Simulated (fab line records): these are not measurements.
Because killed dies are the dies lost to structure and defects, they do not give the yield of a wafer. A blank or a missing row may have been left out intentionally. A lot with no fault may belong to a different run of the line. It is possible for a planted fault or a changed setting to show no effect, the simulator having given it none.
Chamber matching | flow n5-finfet | N5_BEOL_M5_ETCH_75 on rie-diel-06 has 4 sister chambers
The step etches underlayer in N2/H2, target depth 6.5 nm, time 5.2 s. 8 wafers are shown with their chamber, then 7 later ones without.

WAFERS, EACH WITH ITS CHAMBER
wafer  | chamber | throttle-valve-pct (%) | drypump-motor-current-A (A)
L076.1 | 0       | 17.58                  | 5.2
L081.5 | 0       | 17.59                  | 5.2
L081.6 | 3       | 18.14                  | 5.4
L086.2 | 3       | 18.16                  | 5.5
L086.3 | 1       | 18.31                  | 5.6
L086.4 | 2       | 17.69                  | 6.5
L087.1 | 1       | 18.31                  | 5.6
L087.4 | 2       | 17.67                  | 6.4

WAFERS WITH NO CHAMBER GIVEN
wafer  | throttle-valve-pct (%) | drypump-motor-current-A (A)
L087.6 | 18.17                  | 5.5
L093.3 | 17.71                  | 6.4
L093.4 | 17.64                  | 5.2
L093.5 | 18.33                  | 5.6
L096.2 | 18.17                  | 5.4
L096.3 | 17.71                  | 6.4
L096.6 | 18.20                  | 5.4

CHAMBER TAKEN BY EACH
wafer  | from the rows above | in truth
L087.6 | 3                   | 3
L093.3 | 2                   | 2
L093.4 | 0                   | 0
L093.5 | 1                   | 1
L096.2 | 3                   | 3
L096.3 | 2                   | 2
L096.6 | 3                   | 3
Correct placement for 7 of the 7. Left unplaced by these rows: 0. 0 placed wrongly.
How it was worked out, from the rows above alone: a wafer's distance from a chamber is the root of the sum, over the readings, of the square of ((its reading less the chamber's mean) divided by the reading's scatter). The wafer belongs to the nearest chamber; if the next one is less than 2 further off, it can't be placed. A chamber's mean is the mean of its shown wafers. The scatter: take each reading less its chamber's mean, square it, sum over the shown wafers, divide by the number of wafers less the number of chambers, and take the root.
